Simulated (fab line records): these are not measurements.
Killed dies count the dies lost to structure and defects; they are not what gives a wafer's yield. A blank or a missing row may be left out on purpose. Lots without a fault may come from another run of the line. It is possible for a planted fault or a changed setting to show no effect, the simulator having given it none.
What tool caused it? -- flow nand-harc -- 7 lots with 21 wafers sampled at 2 steps, on a route of 1159 steps

== WHAT THE GAUGES SHOWED, per wafer ==
NHARC_A_ZERO_WELL_CD_MEAS_10 targets a cd of 2000 nm.
lot,measured,on,cd-nm (nm)
L817,day 7 10:09,cd-sem-01,1999.9 1996.4 1999.8
L819,day 7 16:51,cd-sem-01,1997.6 1998.8 1999.0
L822,day 8 03:12,cd-sem-03,2001.0 2001.2 2000.9
L825,day 9 03:13,cd-sem-02,- - -
L830,day 10 13:35,cd-sem-01,2001.9 2002.7 2001.3
L832,day 11 01:58,cd-sem-02,2000.2 2000.9 1999.3
L836,day 12 03:55,cd-sem-03,2002.2 2002.2 2001.4

== EACH LOT AND THE TOOL THAT RAN IT (in order: tool; ch and the chambers of the sampled wafers; start) ==
lot,NHARC_A_ZERO_WELL_EXPOSE_07
L817,"krf-scanner-01 ch 0, day 7 10:00"
L819,"krf-scanner-01 ch 0, day 7 16:42"
L822,"krf-scanner-02 ch 0, day 8 03:03"
L825,"krf-scanner-02, day 9 03:04"
L830,"krf-scanner-02 ch 0, day 10 13:26"
L832,"krf-scanner-04 ch 0, day 11 01:49"
L836,"krf-scanner-04 ch 0, day 12 03:45"
- NHARC_A_ZERO_WELL_EXPOSE_07: exposes mask A ZERO.

== THE ANSWER, worked out from the rows above alone ==
Rule: the usual values come from the lots themselves. The widest of any qualifying gaps counts: lots, ordered by their means at a reading, are off when they make up no more than a third of the lots, leave a main group of 4 or more, and stand apart from it by 3 or more times the standard deviation of that group's means. The tables above print the reading to a certain number of digits; a main group whose means all agree to those digits is not used. Also off: a lot with no number at a reading for which 4 or more lots have one. Where the step has rows for the other lots, those lots are counted as sound.
Off at NHARC_A_ZERO_WELL_CD_MEAS_10 (cd-nm): L825. Without a number there: L825. The main group: mean 2000.4 nm, standard deviation 1.4.
If a tool, at a process step before that reading, ran all the lots that are off and no sound lot after the first of them, it fits. Gauges at NHARC_A_ZERO_WELL_CD_MEAS_10: tried the same way as those tools. None of those tried fits.

== WHAT THE SIMULATOR HAD INSERTED ==
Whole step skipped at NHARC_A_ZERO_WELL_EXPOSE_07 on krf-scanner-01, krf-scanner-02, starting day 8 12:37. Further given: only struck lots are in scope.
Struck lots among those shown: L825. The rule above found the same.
